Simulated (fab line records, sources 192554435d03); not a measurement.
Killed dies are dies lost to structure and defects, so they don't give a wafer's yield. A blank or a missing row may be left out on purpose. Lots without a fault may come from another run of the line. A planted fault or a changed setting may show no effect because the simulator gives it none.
One fault seen from 2 desks | flow n5_finfet | each desk has only its own numbers; what lay behind them comes last
Where a reading is given only as a bound, like >300, the bound stands for it, and a mean or a difference that rests on one is marked > or <: the true number lies beyond.

THE DEFECT DESK
What the inspections along the route counted, lot by lot: means of the sampled wafers that have a number. A lot is out of limits, marked OUT, if its mean lies more than 4 standard deviations from the usual mean; the brackets give that distance.
Columns: A = raw_defect_count at N5_HKMG_FIN_INSPECT_14, usual 2.0
lot  | first seen here | A
L143 | day 4 03:50     | 0.7
L146 | day 4 18:37     | 1.0
L147 | day 5 04:02     | 2.3
L149 | day 5 13:34     | >300 (+99 or more) OUT
L150 | day 5 21:19     | >300 (+99 or more) OUT
L158 | day 7 20:49     | 2.3
L159 | day 8 02:15     | 1.7
L161 | day 8 16:23     | 2.0
L165 | day 9 17:25     | 1.0
L166 | day 9 19:52     | 2.3
This desk's finding: out of limits on L149, L150; first on L149, day 5 13:34 (raw_defect_count at N5_HKMG_FIN_INSPECT_14). In limits: L143, L146, L147, L158, L159, L161, L165, L166.

THE TOOL OWNER'S DESK: rie_diel-05
The tool's own readings at N5_HKMG_FIN_STRIP_93 (strips SOC in N2/H2, time 20 s): means of the sampled wafers that have a number, for each lot that ran on this tool. A lot is out of limits, marked OUT, if its mean lies more than 4 standard deviations from the usual mean; the brackets give that distance.
Columns: A = drypump_motor_current_A at N5_HKMG_FIN_STRIP_93, usual 5.3 A; B = oes_product_au at N5_HKMG_FIN_STRIP_93, usual 0.75 a.u.; C = rf_fwd_power_W at N5_HKMG_FIN_STRIP_93, usual 496.6 W; D = rf_vpp_V at N5_HKMG_FIN_STRIP_93, usual 54.1 V; E = showerhead_plenum_p_Torr at N5_HKMG_FIN_STRIP_93, usual 3.33 Torr; F = throttle_valve_pct at N5_HKMG_FIN_STRIP_93, usual 19.0 %
lot  | first seen here | A   | B    | C     | D    | E    | F
L147 | day 5 01:22     | 5.9 | 0.76 | 496.9 | 53.0 | 3.33 | 18.7
L149 | day 5 11:04     | 5.9 | 0.75 | 497.5 | 53.6 | 3.25 | 19.0
L150 | day 5 18:41     | 5.9 | 0.76 | 498.0 | 54.9 | 3.33 | 18.8
This desk's finding: nothing out of limits on any of the 3 lots.

PUT TOGETHER
The defect desk could have raised an alarm at day 5 13:34, on L149, L150.
The tool owner's desk saw nothing out of limits.
The tool owner's desk has L149, L150 on record, within its limits.
Of the lots named, all ran N5_HKMG_FIN_STRIP_93 on rie_diel-05.

WHAT THE SIMULATOR HAD PUT IN
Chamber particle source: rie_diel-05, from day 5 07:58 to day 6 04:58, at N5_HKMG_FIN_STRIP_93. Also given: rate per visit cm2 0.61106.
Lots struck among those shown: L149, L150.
Hours from the fault's start to each desk's first reading out of limits: the defect desk, 6.
